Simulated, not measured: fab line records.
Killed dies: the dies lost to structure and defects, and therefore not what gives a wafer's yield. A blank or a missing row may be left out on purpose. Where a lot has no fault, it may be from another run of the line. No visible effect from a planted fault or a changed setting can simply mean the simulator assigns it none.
Chamber matching :: flow n5_finfet :: rie_diel-05 running N5_BEOL_M14_VIA_ETCH_16: 3 sister chambers
The step etches SiO2 in C4F8/O2/Ar, target depth 1231.3 nm. 3 wafers are shown with their chamber, then 5 later ones without.

== WAFERS WITH THEIR CHAMBER ==
wafer: L080.1
chamber: 2
showerhead_plenum_p_Torr (Torr): 3.37

wafer: L087.2
chamber: 3
showerhead_plenum_p_Torr (Torr): 3.33

wafer: L087.4
chamber: 0
showerhead_plenum_p_Torr (Torr): 3.56

== WAFERS WHOSE CHAMBER IS MISSING ==
wafer: L093.1
showerhead_plenum_p_Torr (Torr): 3.36

wafer: L093.4
showerhead_plenum_p_Torr (Torr): 3.32

wafer: L093.5
showerhead_plenum_p_Torr (Torr): 3.32

wafer: L094.2
showerhead_plenum_p_Torr (Torr): 3.32

wafer: L094.3
showerhead_plenum_p_Torr (Torr): 3.36

== WHICH CHAMBER EACH WENT THROUGH ==
wafer: L093.1
from the rows above: can't be placed: 2 or 3
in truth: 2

wafer: L093.4
from the rows above: 3
in truth: 3

wafer: L093.5
from the rows above: 3
in truth: 3

wafer: L094.2
from the rows above: 3
in truth: 3

wafer: L094.3
from the rows above: can't be placed: 2 or 3
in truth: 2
Correctly placed: 3 of 5. Can't be placed from these rows: 2 (the true chamber is among the candidates in 2). Number placed wrongly: 0.
How it was worked out, from the rows above alone: a wafer's distance from a chamber is the root of the sum, over the readings, of the square of ((its reading less the chamber's mean) divided by the reading's scatter). If the next closest chamber is less than 2 further off than the closest, the wafer can't be placed; otherwise it belongs to the closest. Each chamber's mean is taken over the wafers shown for it. The scatter: root of mean squared gap, hidden wafer to nearest shown wafer, with one shown wafer a chamber.
